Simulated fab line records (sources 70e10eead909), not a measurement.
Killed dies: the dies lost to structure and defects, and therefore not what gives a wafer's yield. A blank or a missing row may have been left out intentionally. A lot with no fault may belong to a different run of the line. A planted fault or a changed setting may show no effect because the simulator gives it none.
Comparing a struck lot with a sound one | flow nand-harc | 33 steps out of a route of 1159
Sound: the wafers L184.1, L184.2, L184.3. Struck: wafers L193.3, L193.5, L193.6. The cause is named last.
Each step with rows lists, per side, the tool, then ch with its chambers, then its first start. Under that, the readings that differ: sound wafers | struck wafers | difference of the means | sigmas: that difference in standard deviations of wafers without a fault.
alike: same words and numbers on both sides, and readings whose means sit less than 2 such deviations apart. not compared: any withheld reading, any reading some wafer has no value for, any bound like >300 that may hide the same value, and any number with overlapping values for which the record gives no deviation.
Wherever a step has rows on one side only, a row that says differs or no value, or a row with sigmas, the two part there. Numbers that don't overlap but have no deviation are shown without sigmas and don't part them. Lack of a reading on every wafer of one side parts them only where that side has two or more wafers.

first, 3 steps without rows for these wafers: NHARC_A_CHANNEL_HOLE_D1_EXPOSE_07 (exposes mask HOLE D1, target cd 100 nm); NHARC_A_CHANNEL_HOLE_D1_PEB_08 (peb time 65 s); NHARC_A_CHANNEL_HOLE_D1_DEVELOP_09 (develop time 35 s).
NHARC_A_CHANNEL_HOLE_D1_CD_MEAS_10: the cd target is 100 nm.
  sound on cd-sem-01 ch 0, day 9 14:11; struck on cd-sem-02 ch 0, day 11 14:35
  alike: cd-nm
NHARC_A_CHANNEL_HOLE_D1_OVL_MEAS_11:
  sound: overlay-01 at day 9 14:17; struck: overlay-02 at day 11 14:40
  reading           | sound       | struck         | difference | sigmas
  overlay-y-nm (nm) | 2.7 2.4 2.9 | -0.3 -0.9 -0.3 | -3.2       | -3
  alike: overlay-x-nm
NHARC_A_CHANNEL_HOLE_D1_INSPECT_12:
  sound: defect-inspect-02 at day 9 14:20; struck: defect-inspect-01 at day 11 14:42
  alike: raw-defect-count
then, 1 step without rows for these wafers: NHARC_A_CHANNEL_HOLE_D1_DESCUM_15 (chemistry O2, time 3 s).
NHARC_A_CHANNEL_HOLE_D1_ETCH_38: etches the open film in CF4, target depth 39 nm, time 65 s.
  sound on rie-diel-07 ch 1,2,3, day 9 14:28; struck on rie-diel-06 ch 0,1,3, day 11 14:52
  alike: drypump-motor-current-A, oes-product-au, rf-vpp-V, showerhead-plenum-p-Torr, throttle-valve-pct
  not compared: rf-hours-counter-h
NHARC_A_CHANNEL_HOLE_D1_ETCH_39: etches the open film in N2/H2, target depth 260 nm, time 325 s.
  sound on rie-diel-07 ch 0,1,3; struck on rie-diel-06 ch 1,2,3
  alike: drypump-motor-current-A, oes-product-au, rf-vpp-V, showerhead-plenum-p-Torr, throttle-valve-pct
  not compared: rf-hours-counter-h
then, 2 steps without rows for these wafers: NHARC_A_CHANNEL_HOLE_D1_ETCH_34 (etches the open film in CF4/CHF3, target depth 154 nm, time 77 s); NHARC_A_CHANNEL_HOLE_D1_ETCH_16 (etches the open film in O2/COS, target depth 3100 nm, time 806 s).
NHARC_A_CHANNEL_HOLE_D1_CD_MEAS_18:
  sound: cd-sem-01 at day 9 15:53; struck: cd-sem-01 at day 11 15:52
  alike: cd-nm
NHARC_A_CHANNEL_HOLE_D1_ETCH_19: etches the open film in C4F8/O2/Ar, time 34.5 s.
  sound on har-etch-01 ch 0,1, day 9 15:58; struck on har-etch-02 ch 0,1, day 11 15:59
  alike: drypump-motor-current-A, showerhead-plenum-p-Torr, throttle-valve-pct
  not compared: rf-hours-counter-h
then, 1 step without rows for these wafers: NHARC_A_CHANNEL_HOLE_D1_ETCH_20 (etches the open film in C4F8/O2/Ar, time 361.9 s, target depth 1600 nm).
NHARC_A_CHANNEL_HOLE_D1_ETCH_21: etches the open film in C4F8/O2/Ar, time 514.3 s, target depth 1600 nm.
  sound on har-etch-01 ch 0,1, day 9 16:23; struck on har-etch-02 ch 0,1, day 11 16:35
  alike: drypump-motor-current-A, showerhead-plenum-p-Torr, throttle-valve-pct
  not compared: rf-hours-counter-h
then, 1 step without rows for these wafers: NHARC_A_CHANNEL_HOLE_D1_ETCH_22 (etches the open film in C4F8/O2/Ar, time 666.7 s, target depth 1600 nm).
NHARC_A_CHANNEL_HOLE_D1_ETCH_23: etches the open film in C4F8/O2/Ar, time 819 s, target depth 1600 nm.
  sound on har-etch-01 ch 0,1, day 9 17:23; struck on har-etch-02 ch 0,1, day 11 17:44
  alike: drypump-motor-current-A, showerhead-plenum-p-Torr, throttle-valve-pct
  not compared: rf-hours-counter-h
then, 11 steps without rows for these wafers: NHARC_A_CHANNEL_HOLE_D1_ETCH_24 (etches the open film in C4F8/O2/Ar, time 906.2 s, target depth 1500 nm); NHARC_A_CHANNEL_HOLE_D1_ETCH_25 (etches the open film in C4F8/O2/Ar, time 1040.2 s, target depth 1500 nm); NHARC_A_CHANNEL_HOLE_D1_ETCH_26 (etches the open film in C4F8/O2/Ar, time 224.1 s, target depth 300 nm); NHARC_A_CHANNEL_HOLE_D1_ETCH_33 (etches the open film in C4F8/O2/Ar, time 90 s, target depth 400 nm); NHARC_A_CHANNEL_HOLE_D1_STRIP_41 (strips in N2/H2); NHARC_A_CHANNEL_HOLE_D1_STRIP_42 (strips in CF4/CHF3); NHARC_A_CHANNEL_HOLE_D1_STRIP_43 (strips in O2/COS); NHARC_A_CHANNEL_HOLE_D1_ETCH_44 (etches the open film in CF4/O2, target depth 140 nm, overetch 14 nm, time 77 s); NHARC_A_CHANNEL_HOLE_D1_STRIP_27 (strips in O2); NHARC_A_CHANNEL_HOLE_D1_PRECLEAN_28 (cleans in SC1); NHARC_A_CHANNEL_HOLE_D1_SRD_29.
NHARC_A_CHANNEL_HOLE_D1_CD_MEAS_30:
  sound: cd-sem-02 at day 9 21:28; struck: cd-sem-03 at day 11 21:29
  alike: cd-nm
NHARC_A_CHANNEL_HOLE_D1_XSEM_31:
  sound on xsem-01 ch 0, day 9 21:34; struck on xsem-02 ch 0, day 11 21:35
  reading            | sound          | struck         | difference | sigmas
  tilt-deg (degrees) | 0.04 0.04 0.04 | 0.13 0.13 0.12 | +0.09      | +2
  alike: bot-cd-nm, bow-nm
NHARC_A_CHANNEL_HOLE_D1_INSPECT_40:
  sound: defect-inspect-01 at day 9 21:39; struck: defect-inspect-02 at day 11 21:40
  reading          | sound    | struck      | difference | sigmas
  raw-defect-count | 77 67 86 | 801 737 767 | +692       | +38
then, 1 step without rows for these wafers: NHARC_A_CHANNEL_FILL_D1_PRECLEAN_00 (cleans in SC1).
-- record jumps: 11 days between struck wafers' starts before vs after; left off in module A_CHANNEL_FILL_D1, resumes in module END, first step shown is number 1159 of the route --
NHARC_END_SORT_01:
  the record has rows for the struck wafers here (prober-02 ch 0, day 22 11:01) and none for the sound ones

== WHERE THEY PART ==
Earliest at NHARC_A_CHANNEL_HOLE_D1_OVL_MEAS_11; latest, in this record, at NHARC_END_SORT_01.

WHY: what the simulator had put in
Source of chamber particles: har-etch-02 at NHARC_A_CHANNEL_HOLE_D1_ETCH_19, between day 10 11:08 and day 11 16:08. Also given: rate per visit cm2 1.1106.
